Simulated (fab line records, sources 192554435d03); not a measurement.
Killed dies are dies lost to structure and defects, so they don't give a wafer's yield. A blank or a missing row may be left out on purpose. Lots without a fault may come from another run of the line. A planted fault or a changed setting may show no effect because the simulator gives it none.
Which tool did it? | flow n5_finfet | 9 lots, 27 wafers sampled, at 6 steps of a route of 1938

WHAT THE GAUGES READ, wafer by wafer
N5_HKMG_FIN_CD_MEAS_49: target cd 202 nm.
lot  | measured    | on        | cd_nm (nm)
L932 | day 4 22:32 | cd_sem-03 | 201.7 201.9 202.2
L937 | day 6 10:43 | cd_sem-02 | 202.6 202.4 202.2
L940 | day 7 00:35 | cd_sem-02 | 206.2 205.7 205.9
L941 | day 7 05:11 | cd_sem-01 | 205.1 205.4 205.0
L942 | day 7 14:35 | cd_sem-03 | 205.2 205.2 204.9
L946 | day 8 11:14 | cd_sem-02 | 201.8 202.2 202.4
L948 | day 9 05:11 | cd_sem-01 | 202.8 202.2 202.5
L949 | day 9 06:32 | cd_sem-01 | 201.7 201.9 201.8
L950 | day 9 22:58 | cd_sem-03 | 202.2 202.1 202.0

N5_HKMG_FIN_INSPECT_61: inspects for defects (macro).
lot  | measured    | on                | raw_defect_count
L932 | day 4 22:35 | defect_inspect-02 | 2 2 1
L937 | day 6 10:46 | defect_inspect-01 | 2 4 3
L940 | day 7 00:38 | defect_inspect-01 | 4 1 2
L941 | day 7 05:15 | defect_inspect-01 | 2 1 0
L942 | day 7 14:39 | defect_inspect-01 | 2 0 0
L946 | day 8 11:17 | defect_inspect-02 | 1 3 2
L948 | day 9 05:14 | defect_inspect-02 | 1 1 0
L949 | day 9 06:35 | defect_inspect-02 | 1 3 4
L950 | day 9 23:01 | defect_inspect-02 | 3 4 2

N5_BEOL_M4_RC_MEAS_101.
lot  | measured     | on        | DIBL_N (mV/V)  | DIBL_P (mV/V)  | IOFF_N (nA/um)    | IOFF_P (nA/um)    | ION_N (uA/um) | ION_P (uA/um) | SS_N (mV/dec)  | SS_P (mV/dec)  | VT_N (mV)         | VT_P (mV)
L932 | day 8 10:06  | prober-02 | 36.4 38.7 38.6 | 36.5 38.8 38.8 | 0.135 0.172 0.176 | 0.171 0.203 0.202 | 662 678 676   | 448 453 450   | 70.7 71.6 71.8 | 72.7 74.2 73.7 | 251.5 247.7 247.2 | -255.8 -253.6 -253.1
L937 | day 10 08:23 | prober-01 | 36.8 34.7 35.9 | 37.6 35.0 36.6 | 0.163 0.129 0.149 | 0.205 0.174 0.195 | 674 655 672   | 460 453 467   | 71.6 71.5 71.7 | 73.1 73.2 73.2 | 249.0 253.7 250.0 | -249.7 -253.0 -250.1
L940 | day 10 14:14 | prober-01 | 35.9 35.8 35.6 | 38.8 39.1 38.8 | 0.157 0.153 0.147 | 0.192 0.191 0.182 | 673 665 672   | 458 458 452   | 71.7 71.6 71.8 | 73.6 73.8 73.1 | 249.1 251.6 252.3 | -254.4 -251.8 -254.5
L941 | day 10 14:43 | prober-02 | 36.2 35.1 34.2 | 36.7 35.4 33.9 | 0.164 0.143 0.132 | 0.205 0.187 0.176 | 681 671 671   | 464 459 458   | 71.7 71.8 71.3 | 72.6 72.5 72.5 | 250.9 252.5 251.3 | -250.8 -251.6 -253.4
L942 | day 11 21:34 | prober-02 | 35.3 36.9 35.7 | 35.9 37.8 35.5 | 0.150 0.181 0.150 | 0.196 0.220 0.189 | 689 689 674   | 471 467 462   | 71.5 72.5 71.9 | 73.8 73.8 73.2 | 247.1 248.2 249.2 | -252.5 -249.6 -251.8
L946 | day 12 06:35 | prober-02 | 38.0 37.6 37.0 | 37.3 37.1 36.4 | 0.181 0.163 0.157 | 0.232 0.225 0.221 | 661 672 671   | 451 461 463   | 72.6 72.0 71.7 | 73.1 73.5 73.4 | 249.9 252.3 250.5 | -248.6 -251.1 -250.3
L948 | day 13 07:52 | prober-01 | 37.1 37.6 37.2 | 35.6 37.3 37.7 | 0.163 0.188 0.193 | 0.198 0.241 0.248 | 661 676 687   | 449 463 469   | 71.9 71.9 71.4 | 73.7 74.4 73.6 | 250.8 244.2 246.1 | -252.9 -245.9 -245.7
L949 | day 12 23:37 | prober-02 | 38.7 37.7 38.3 | 40.7 40.3 41.4 | 0.203 0.184 0.213 | 0.250 0.238 0.267 | 671 675 679   | 462 457 461   | 73.0 72.1 72.4 | 74.1 74.4 73.9 | 248.8 249.9 248.1 | -248.9 -249.7 -247.8
L950 | day 13 22:59 | prober-01 | 34.7 35.0 35.2 | 34.7 35.3 36.0 | 0.130 0.134 0.145 | 0.191 0.199 0.215 | 662 679 672   | 459 466 464   | 71.6 70.6 71.2 | 72.5 72.7 72.4 | 253.3 251.0 250.8 | -251.2 -248.1 -249.1

WHICH TOOL RAN EACH LOT (tool, then ch and the chambers of the sampled wafers, then the start)
lot  | N5_SDB_ETCH_17                    | N5_HKMG_FIN_ALD_75              | N5_HKMG_FIN_EXPOSE_46
L932 | rie_diel-06 ch 0,1,2, day 4 16:43 | ald_hk-01 ch 0,3, day 4 22:04   | arfi_scanner-03 ch 0, day 4 22:25
L937 | rie_diel-02 ch 0,3, day 6 05:18   | ald_hk-01 ch 0,1, day 6 10:14   | arfi_scanner-03 ch 0, day 6 10:35
L940 | rie_diel-06 ch 0,1,3, day 6 18:38 | ald_hk-02 ch 0,1,3, day 7 00:07 | arfi_scanner-03 ch 0, day 7 00:28
L941 | rie_diel-05 ch 1,2,3, day 6 23:05 | ald_hk-01 ch 1,2,3, day 7 04:51 | arfi_scanner-03 ch 0, day 7 05:04
L942 | rie_diel-06 ch 0,2, day 7 08:46   | ald_hk-03 ch 1,3, day 7 14:15   | arfi_scanner-03 ch 0, day 7 14:29
L946 | rie_diel-05 ch 1,2,3, day 8 05:47 | ald_hk-03 ch 0,1,2, day 8 10:46 | arfi_scanner-01 ch 0, day 8 11:07
L948 | rie_diel-06 ch 0,2,3, day 8 23:25 | ald_hk-01 ch 0,3, day 9 04:51   | arfi_scanner-01 ch 0, day 9 05:04
L949 | rie_diel-06 ch 0,1,2, day 9 01:01 | ald_hk-02 ch 0,1, day 9 06:04   | arfi_scanner-02 ch 0, day 9 06:25
L950 | rie_diel-06 ch 1,2, day 9 17:04   | ald_hk-01 ch 1,2,3, day 9 22:29 | arfi_scanner-01 ch 0, day 9 22:51
- N5_SDB_ETCH_17: etches SiARC in CF4, target depth 23.4 nm, time 39 s.
- N5_HKMG_FIN_ALD_75: deposits Al2O3, target thk 1 nm, co reactant pulse time 1 s.
- N5_HKMG_FIN_EXPOSE_46: exposes mask NDIPOLE.

WHAT THE TOOLS THEMSELVES READ (means of the sampled wafers that have a number; where no wafer has one, the mark that the record gives instead)
N5_SDB_ETCH_17.
lot  | tool        | drypump_motor_current_A (A) | etch_rf_on_time_s (s) | oes_product_au (a.u.) | rf_vpp_V (V) | showerhead_plenum_p_Torr (Torr) | throttle_valve_pct (%)
L932 | rie_diel-06 | 5.9                         | 39.1                  | 0.61                  | 182.8        | 2.12                            | 15.75
L937 | rie_diel-02 | 6.0                         | 40.0                  | 0.61                  | 182.6        | 2.05                            | 15.88
L940 | rie_diel-06 | 6.0                         | 39.2                  | 0.71                  | 183.6        | 2.11                            | 15.64
L941 | rie_diel-05 | 5.7                         | 38.5                  | 0.68                  | 183.7        | 2.14                            | 15.66
L942 | rie_diel-06 | 5.8                         | 38.4                  | 0.83                  | 183.4        | 2.11                            | 15.34
L946 | rie_diel-05 | 5.7                         | 39.5                  | 0.74                  | 184.6        | 2.14                            | 15.52
L948 | rie_diel-06 | 6.0                         | 38.9                  | 0.75                  | 183.9        | 2.09                            | 15.45
L949 | rie_diel-06 | 5.9                         | 39.0                  | 0.73                  | 183.9        | 2.11                            | 15.49
L950 | rie_diel-06 | 5.9                         | 39.2                  | 0.68                  | 184.0        | 2.12                            | 15.61

N5_HKMG_FIN_ALD_75.
lot  | tool      | heater_power_w (W) | precursor_pulse_height_rel
L932 | ald_hk-01 | 147                | 1.013
L937 | ald_hk-01 | 153                | 1.020
L940 | ald_hk-02 | 157                | 1.007
L941 | ald_hk-01 | 162                | 1.004
L942 | ald_hk-03 | 140                | 1.003
L946 | ald_hk-03 | 150                | 1.007
L948 | ald_hk-01 | 149                | 1.006
L949 | ald_hk-02 | 153                | 1.004
L950 | ald_hk-01 | 162                | 0.996

N5_HKMG_FIN_EXPOSE_46.
lot  | tool            | exposure_dose_mJ_cm2
L932 | arfi_scanner-03 | 39.95
L937 | arfi_scanner-03 | 39.94
L940 | arfi_scanner-03 | 42.82
L941 | arfi_scanner-03 | 42.29
L942 | arfi_scanner-03 | 41.77
L946 | arfi_scanner-01 | 39.96
L948 | arfi_scanner-01 | 39.97
L949 | arfi_scanner-02 | 39.99
L950 | arfi_scanner-01 | 39.96

THE ANSWER, worked out from the rows above alone
Rule: what is usual is taken from the lots themselves. Put in order of their means at a reading, lots are off if they are a third of the lots or fewer, leave a main group of 4 or more, and stand apart from it by a gap of 3 or more times the standard deviation of the main group's means; of several such gaps the widest counts. A main group whose means are all the same, to the digits that the tables above print for the reading, isn't used. A lot without any number at a reading at which 4 lots or more have one is off too. The other lots that the step has rows for count as sound. The gauges are gone through in route order, then the tools' own readings, and for those a lot's mean is taken as printed above. The first step at which some lot is off is used, and at that step the reading that is off furthest; a lot without a number counts as furthest.
Off: L940, L941, L942, at N5_HKMG_FIN_CD_MEAS_49 (cd_nm). The main group: mean 202.1 nm, standard deviation 0.24.
A tool fits if, at a process step before that reading, it ran every lot that is off, and no sound lot after the first of them. The gauges at N5_HKMG_FIN_CD_MEAS_49 aren't tried: what is off there is off at N5_HKMG_FIN_EXPOSE_46 too, on other tools, and a gauge's error can't cause that. One fits: arfi_scanner-03 at N5_HKMG_FIN_EXPOSE_46. Its last sound lot is L937 (day 6 10:35), its first lot that is off L940 (day 7 00:28): a fault that began between those two fits.
The tool's own readings at N5_HKMG_FIN_EXPOSE_46 bear it out: on the lots that are off they differ by more than 5 times the standard deviation of the sound lots' means. exposure_dose_mJ_cm2 reads 42.29 there against 39.96 on the sound lots.

WHAT THE SIMULATOR HAD PUT IN
Process parameter drift: arfi_scanner-03, from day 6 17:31 on, at N5_HKMG_FIN_EXPOSE_46. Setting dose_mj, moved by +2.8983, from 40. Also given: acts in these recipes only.
Lots struck among those shown: L940, L941, L942. The rule above found the same.
